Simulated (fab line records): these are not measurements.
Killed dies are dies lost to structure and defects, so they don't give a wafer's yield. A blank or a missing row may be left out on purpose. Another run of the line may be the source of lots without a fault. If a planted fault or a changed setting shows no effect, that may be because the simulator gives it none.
What tool caused it?    flow n5Finfet    72 wafers from 24 lots sampled at 3 of the route's 1938 steps

WHAT THE GAUGES READ, wafer by wafer
N5_SDB_CD_MEAS_11 targets a cd of 50 nm.
lot   measured     on        cdNm (nm)
L074  day 3 18:22  cdSem-02  51.9 52.4 51.2
L075  day 4 01:38  cdSem-02  51.8 51.8 52.6
L076  day 4 08:04  cdSem-02  50.6 50.8 52.3
L077  day 4 12:04  cdSem-03  49.8 50.7 50.1
L078  day 4 17:08  cdSem-02  50.6 51.2 50.9
L079  day 5 00:11  cdSem-02  50.6 50.4 51.7
L080  day 5 06:24  cdSem-02  51.7 52.3 51.9
L081  day 5 11:21  cdSem-01  52.2 50.7 49.7
L082  day 5 21:34  cdSem-01  49.5 50.3 50.2
L083  day 5 23:29  cdSem-01  49.7 49.4 49.1
L084  day 6 06:42  cdSem-02  50.0 50.4 50.0
L085  day 6 09:40  cdSem-03  51.0 50.4 50.5
L086  day 6 19:42  cdSem-01  50.2 51.2 50.8
L087  day 7 00:53  cdSem-01  49.7 49.9 49.6
L088  day 7 06:52  cdSem-03  50.7 50.2 49.1
L089  day 7 13:07  cdSem-02  51.3 50.5 49.8
L090  day 7 16:26  cdSem-01  51.7 51.3 52.7
L091  day 7 23:40  cdSem-01  49.7 49.8 51.0
L092  day 8 04:01  cdSem-01  52.0 52.3 51.5
L093  day 8 12:58  cdSem-03  48.4 48.7 50.9
L094  day 8 16:13  cdSem-02  49.1 49.9 48.5
L095  day 8 21:10  cdSem-01  52.5 49.5 50.2
L096  day 9 10:31  cdSem-02  50.4 50.3 51.5
L097  day 9 13:35  cdSem-02  51.0 51.8 50.6

N5_HKMG_FIN_INSPECT_61: inspects for defects (macro).
lot   measured     on                rawDefectCount
L074  day 4 00:04  defectInspect-02  3 2 1
L075  day 4 10:16  defectInspect-02  3 4 1
L076  day 4 13:47  defectInspect-01  4 3 2
L077  day 4 18:01  defectInspect-01  4 5 3
L078  day 4 22:49  defectInspect-02  1 3 0
L079  day 5 05:36  defectInspect-01  3 2 0
L080  day 5 12:02  defectInspect-02  1 1 5
L081  day 5 17:55  defectInspect-01  2 0 1
L082  day 6 03:21  defectInspect-02  1 1 2
L083  day 6 05:05  defectInspect-02  5 0 3
L084  day 6 12:33  defectInspect-02  3 1 1
L085  day 6 15:33  defectInspect-02  2 5 2
L086  day 7 01:22  defectInspect-02  4 1 2
L087  day 7 06:50  defectInspect-02  2 3 2
L088  day 7 12:52  defectInspect-02  2 4 7
L089  day 7 20:22  defectInspect-02  2 1 1
L090  day 7 22:56  defectInspect-01  1 1 2
L091  day 8 05:28  defectInspect-01  1 0 1
L092  day 8 09:40  defectInspect-02  2 2 1
L093  day 8 20:23  defectInspect-02  4 2 4
L094  day 8 22:05  defectInspect-02  0 2 1
L095  day 9 04:28  defectInspect-02  4 3 1
L096  day 9 16:06  defectInspect-02  1 2 1
L097  day 9 19:53  defectInspect-02  1 4 4

EACH LOT AND THE TOOL THAT RAN IT (in order: tool; ch and the chambers of the sampled wafers; start)
lot   N5_DUMMY_REMOVAL_STRIP_10
L074  rieDiel-03 ch 1,2,3, day 3 22:32
L075  rieDiel-01 ch 2,3, day 4 05:38
L076  rieDiel-01 ch 0,1,3, day 4 12:24
L077  rieDiel-03 ch 1,2,3, day 4 16:26
L078  rieDiel-01 ch 0,2, day 4 21:18
L079  rieDiel-03 ch 1,3, day 5 04:12
L080  rieDiel-03 ch 0,1,2, day 5 10:38
L081  rieDiel-03 ch 0,2,3, day 5 16:25
L082  rieDiel-03 ch 0,1, day 6 01:37
L083  rieDiel-01 ch 2,3, day 6 03:34
L084  rieDiel-01 ch 1,3, day 6 11:09
L085  rieDiel-01 ch 2,3, day 6 14:08
L086  rieDiel-03 ch 2,3, day 6 23:44
L087  rieDiel-01 ch 1,2,3, day 7 05:26
L088  rieDiel-03 ch 0,2,3, day 7 11:02
L089  rieDiel-03 ch 0,1,2, day 7 18:58
L090  rieDiel-01 ch 0,1,2, day 7 21:17
L091  rieDiel-03 ch 0,2,3, day 8 03:56
L092  rieDiel-02 ch 0,1,3, day 8 08:16
L093  rieDiel-03 ch 0,2,3, day 8 18:51
L094  rieDiel-02 ch 1,3, day 8 20:41
L095  rieDiel-02 ch 0,2,3, day 9 01:14
L096  rieDiel-02 ch 0,1,3, day 9 14:37
L097  rieDiel-03 ch 0,2,3, day 9 18:22
- N5_DUMMY_REMOVAL_STRIP_10: strips in N2/H2, time 40 s.

AS READ BY THE TOOLS THEMSELVES (means over the sampled wafers that have a number; for cases with no such wafer, the mark the record gives instead)
N5_DUMMY_REMOVAL_STRIP_10.
lot   tool        drypumpMotorCurrentA (A)  oesProductAu (a.u.)  rfVppV (V)  showerheadPlenumPTorr (Torr)  throttleValvePct (%)
L074  rieDiel-03  6.3                       0.72                 45.7        3.39                          12.32
L075  rieDiel-01  6.0                       0.74                 45.3        3.41                          12.37
L076  rieDiel-01  6.1                       0.81                 45.8        3.37                          12.22
L077  rieDiel-03  6.3                       0.72                 45.4        3.39                          12.34
L078  rieDiel-01  6.2                       0.71                 45.3        3.45                          12.31
L079  rieDiel-03  6.2                       0.71                 45.5        3.43                          12.33
L080  rieDiel-03  5.8                       0.74                 44.9        3.36                          12.25
L081  rieDiel-03  6.1                       0.76                 45.2        3.41                          12.23
L082  rieDiel-03  5.5                       0.78                 45.9        3.37                          12.15
L083  rieDiel-01  6.0                       0.73                 45.6        3.45                          12.39
L084  rieDiel-01  6.0                       0.87                 45.2        3.33                          12.14
L085  rieDiel-01  6.0                       0.73                 46.2        3.45                          12.40
L086  rieDiel-03  6.6                       0.72                 45.9        3.38                          12.36
L087  rieDiel-01  6.0                       0.79                 44.8        3.38                          12.28
L088  rieDiel-03  6.1                       0.74                 44.8        3.40                          12.25
L089  rieDiel-03  5.9                       0.84                 44.8        3.35                          12.06
L090  rieDiel-01  6.1                       0.87                 45.3        3.40                          12.03
L091  rieDiel-03  6.1                       0.74                 45.4        3.39                          12.28
L092  rieDiel-02  6.1                       0.79                 45.4        3.29                          12.11
L093  rieDiel-03  6.1                       0.74                 45.4        3.39                          12.28
L094  rieDiel-02  5.8                       0.75                 45.9        3.22                          12.28
L095  rieDiel-02  6.1                       0.77                 45.4        3.29                          12.20
L096  rieDiel-02  6.1                       0.79                 45.2        3.29                          12.13
L097  rieDiel-03  6.1                       0.73                 45.4        3.39                          12.29

THE ANSWER, worked out from the rows above alone
Rule: what is usual is taken from the lots themselves. Put in order of their means at a reading, lots are off if they are a third of the lots or fewer, leave a main group of 4 or more, and stand apart from it by a gap of 3 or more times the standard deviation of the main group's means; of several such gaps the widest counts. Not used: any main group whose means are identical at the precision the tables above print for the reading. Also off: a lot with no number at a reading for which 4 or more lots have one. The other lots that the step has rows for count as sound. Order of review: gauges by route order, followed by the tools' own readings, for which a lot's mean as printed above is used. The first step at which some lot is off is used, and at that step the reading that is off furthest; a lot without a number counts as furthest.
Nothing can be told from this: no lot is off at any reading shown.

WHAT THE SIMULATOR HAD PUT IN
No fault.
